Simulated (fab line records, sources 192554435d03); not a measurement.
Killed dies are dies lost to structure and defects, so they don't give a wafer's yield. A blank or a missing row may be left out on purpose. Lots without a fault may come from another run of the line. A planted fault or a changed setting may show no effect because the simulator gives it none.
Problem report in the 8D (eight disciplines) form, filled by code | flow n5_finfet | the parts of the form that need people (team, actions taken, sign-off) are left out

1. THE PROBLEM
platen_rpm at N5_ILD0_CMP_03 reads a mean of 49.72 rpm on 6 wafers of 2 lots; wafers without a fault read 51.79 rpm with a standard deviation of 0.034. That is -61 standard deviations from the usual mean.
The step: polishes, stops on SiNx, t overpolish 1.9 s, target thk 197.38 nm.
First seen on wafer L763.3, day 6 08:57, on cmp-04. The record holds 16 wafers of 6 lots with a number at this step. Rule for "out", or "out of limits": more than 4 standard deviations from the usual mean. The other wafers with a number count as sound.

2. WHAT IT IS AND WHAT IT IS NOT
question                    | is                     | is not
which readings at this step | platen_rpm             | overpolish_run_s, retaining_ring_pressure_frac
which lots                  | L763, L764             | L757, L758, L762, L773
which wafers of those lots  | all that have a number | -
read on which tools         | cmp-04                 | cmp-01, cmp-03
when                        | from day 6 08:57       | up to then (7 sound wafers); but 3 sound wafers of L773 came after

3. SUSPECTS, AND WHAT RULES EACH OUT
Counting: a tool at a process step up to the reading stays a suspect if it ran every lot that is out and no sound lot after the first of them.
- rtp_anneal-01 at N5_SD_ACTIVATION_RTA_00 (time 0 s): kept. It ran every lot that is out, first L763 (day 6 05:45), and no sound lot after that; its last sound lot up to then is L758 (day 4 21:25).
- cmp-04 at N5_ILD0_CMP_03 (polishes, stops on SiNx, t overpolish 1.9 s, target thk 197.38 nm): kept. It ran every lot that is out, first L763 (day 6 08:57), and no sound lot after that; its last sound lot up to then is L757 (day 4 21:09). Its own readings are out on those wafers: platen_rpm.
Left after counting: rtp_anneal-01 at N5_SD_ACTIVATION_RTA_00, cmp-04 at N5_ILD0_CMP_03.

4. THE CAUSE (what the simulator had put in)
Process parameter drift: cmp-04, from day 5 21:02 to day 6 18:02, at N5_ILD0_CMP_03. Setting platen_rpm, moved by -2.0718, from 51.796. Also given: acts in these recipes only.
Counting left 2 suspects, and this tool is among them.

5. THE CHAIN OF EFFECTS, in route order
Each row: a reading whose mean over the struck wafers that have a number lies more than 3 standard deviations from the usual. Only readings for which the record gives a usual standard deviation are gone through. hours: the time from each lot's start at the first step in this table that gives one to its start at this step, as a median over the lots. sigmas: the change in usual standard deviations.
hours | step           | reading    | usual     | on struck wafers | change | sigmas
0     | N5_ILD0_CMP_03 | platen_rpm | 51.79 rpm | 49.72            | -2.07  | -61
The process steps in it:
- N5_ILD0_CMP_03: polishes, stops on SiNx, t overpolish 1.9 s, target thk 197.38 nm.
Later measuring or inspecting steps at which every struck wafer that the step has a row for has a number for every such reading, and none has moved that far: N5_ILD0_THK_MEAS_04.

6. WHAT WOULD HAVE CAUGHT IT SOONER
In this record the first reading out of limits was taken at day 6 08:57, 12 hours after the fault began at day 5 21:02.
